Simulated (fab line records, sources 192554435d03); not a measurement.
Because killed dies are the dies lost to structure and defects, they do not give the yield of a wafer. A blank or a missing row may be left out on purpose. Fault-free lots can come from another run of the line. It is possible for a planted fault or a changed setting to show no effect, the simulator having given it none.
One fault seen from 2 desks	flow n5Finfet	only its own numbers are on each desk; what lay behind them is given at the end

METROLOGY DESK
What the gauges read, lot by lot, whatever tool the lot ran on: means of the sampled wafers that have a number. If a lot's mean is further than 4 standard deviations from the usual mean, the lot is out of limits and carries the mark OUT (the distance appears in the brackets). Only the readings that lie furthest out on some lot appear, 7 of the 11 it has.
Columns: A = DIBL_N at N5_BEOL_M4_RC_MEAS_101, usual 35.4 mV/V; B = IOFF_N at N5_BEOL_M4_RC_MEAS_101, usual 0.15 nA/um; C = IOFF_P at N5_BEOL_M4_RC_MEAS_101, usual 0.19 nA/um; D = ION_N at N5_BEOL_M4_RC_MEAS_101, usual 677 uA/um; E = ION_P at N5_BEOL_M4_RC_MEAS_101, usual 462 uA/um; F = VT_N at N5_BEOL_M4_RC_MEAS_101, usual 250 mV; G = VT_P at N5_BEOL_M4_RC_MEAS_101, usual -251 mV
lot	first seen here	A	B	C	D	E	F	G
L324	day 5 15:41	34.3	0.13	0.19	678	473	251	-250
L326	day 6 01:09	33.7	0.13	0.17	680	463	251	-255
L327	day 6 11:42	36.4	0.19	0.20	680	461	248	-249
L330	day 7 08:04	36.4	0.16	0.19	692	470	247	-250
L337	day 9 00:32	34.9	0.13	0.18	656	454	254	-250
L339	day 9 09:52	37.2	0.17	0.22	670	464	250	-248
L344	day 10 10:40	39.4	0.26	0.28	708	480	242	-246
L346	day 10 22:07	36.7	0.19	0.23	700	473	245	-249
L345	day 10 22:26	34.5	0.14	0.22	679	471	252	-245
Result from this desk: across the 9 lots, nothing is out of limits.

THE TOOL OWNER'S DESK: aldSin-03
The tool's own readings at N5_MOL_CONTACT_COAG_ALD_133 (deposits SiO2, target thk 5 nm, pulse time 1 s, co reactant pulse time 1 s): means of the sampled wafers that have a number, for each lot that ran on this tool. If a lot's mean is further than 4 standard deviations from the usual mean, the lot is out of limits and carries the mark OUT (the distance appears in the brackets).
Columns: A = heaterPowerW at N5_MOL_CONTACT_COAG_ALD_133, usual 76 W; B = precursorPulseHeightRel at N5_MOL_CONTACT_COAG_ALD_133, usual 0.999
lot	first seen here	A	B
L324	day 5 16:23	75	0.996
L326	day 6 01:48	72	0.994
L337	day 9 01:25	73	0.995
L344	day 10 11:17	79	0.992
Result from this desk: across the 4 lots, nothing is out of limits.

ALL TOGETHER
From the metrology desk's view, nothing was out of limits.
Nothing out of limits was seen by the tool owner's desk.

WHAT THE SIMULATOR HAD INSERTED
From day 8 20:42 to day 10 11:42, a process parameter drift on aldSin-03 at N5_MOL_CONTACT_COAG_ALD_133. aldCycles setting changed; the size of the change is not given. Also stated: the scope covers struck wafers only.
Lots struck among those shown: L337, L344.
